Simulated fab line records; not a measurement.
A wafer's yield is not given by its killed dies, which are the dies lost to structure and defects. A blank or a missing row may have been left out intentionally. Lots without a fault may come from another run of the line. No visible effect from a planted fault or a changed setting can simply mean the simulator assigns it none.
Chamber matching | flow n5Finfet | pecvd-04 running N5_BEOL_M0_SAQP_ILD_DEP_01: 3 sister chambers
The step deposits SiOC from DEMS/O2, target thk 45.419 nm, time 8.7 s. 3 wafers are shown with their chamber, then 7 later ones without.

WAFERS, EACH WITH ITS CHAMBER
wafer  | chamber | throttleValvePct (%)
L086.2 | 0       | 12.7
L088.2 | 1       | 12.0
L088.4 | 2       | 12.0

WAFERS WHOSE CHAMBER IS MISSING
wafer  | throttleValvePct (%)
L088.6 | 12.7
L091.1 | 12.2
L091.4 | 11.9
L091.5 | 12.2
L093.1 | 12.1
L093.3 | 12.9
L093.4 | 11.8

WHICH CHAMBER EACH ONE RAN IN
wafer  | from the rows above          | in truth
L088.6 | 0                            | 0
L091.1 | can't be placed: 1 or 2 or 0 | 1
L091.4 | can't be placed: 1 or 2      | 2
L091.5 | can't be placed: 1 or 2 or 0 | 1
L093.1 | can't be placed: 1 or 2      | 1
L093.3 | 0                            | 0
L093.4 | can't be placed: 1 or 2      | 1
Placed correctly: 2 of 7. These rows do not allow placing 5 (true chamber among the candidates in 5). Placed wrongly: 0.
How it was worked out, from the rows above alone: a wafer's distance from a chamber is the root of the sum, over the readings, of the square of ((its reading less the chamber's mean) divided by the reading's scatter). If the next closest chamber is less than 2 further off than the closest, the wafer can't be placed; otherwise it belongs to the closest. For every chamber, the mean is computed from those of its wafers that are shown. The scatter: root of mean squared gap, hidden wafer to nearest shown wafer, with one shown wafer a chamber.
